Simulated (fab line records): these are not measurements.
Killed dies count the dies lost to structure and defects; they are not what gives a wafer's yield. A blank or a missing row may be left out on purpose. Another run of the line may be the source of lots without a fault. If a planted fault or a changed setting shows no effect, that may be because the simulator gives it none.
Chamber matching    flow n5 finfet    rie diel-01 running N5_FIN_SAQP_ETCH_34: 4 sister chambers
The step etches SiO2 in C4F6/O2, target depth 45 nm, time 15 s. 4 wafers are shown with their chamber, then 9 later ones without.

WAFERS, EACH WITH ITS CHAMBER
wafer   chamber  showerhead plenum p Torr (Torr)
L084.6  3        2.97
L085.2  1        2.91
L085.3  2        2.96
L085.6  0        2.89

WAFERS MISSING THEIR CHAMBER
wafer   showerhead plenum p Torr (Torr)
L086.1  2.91
L086.3  2.88
L086.6  2.96
L093.1  2.90
L093.2  2.95
L093.4  2.88
L096.2  2.87
L096.3  2.96
L096.4  2.95

EACH ONE'S CHAMBER
wafer   from the rows above      in truth
L086.1  1                        1
L086.3  0                        0
L086.6  can't be placed: 2 or 3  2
L093.1  can't be placed: 0 or 1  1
L093.2  can't be placed: 2 or 3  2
L093.4  0                        0
L096.2  0                        0
L096.3  can't be placed: 2 or 3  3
L096.4  can't be placed: 2 or 3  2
4 of 9 placed correctly. From these rows, 5 cannot be placed; in 5 the true chamber is one of the candidates. Number placed wrongly: 0.
How it was worked out, from the rows above alone: a wafer's distance from a chamber is the root of the sum, over the readings, of the square of ((its reading less the chamber's mean) divided by the reading's scatter). The wafer belongs to the nearest chamber; if the next one is less than 2 further off, it can't be placed. Each chamber's mean is taken over the wafers shown for it. The scatter: root of mean squared gap, hidden wafer to nearest shown wafer, with one shown wafer a chamber.
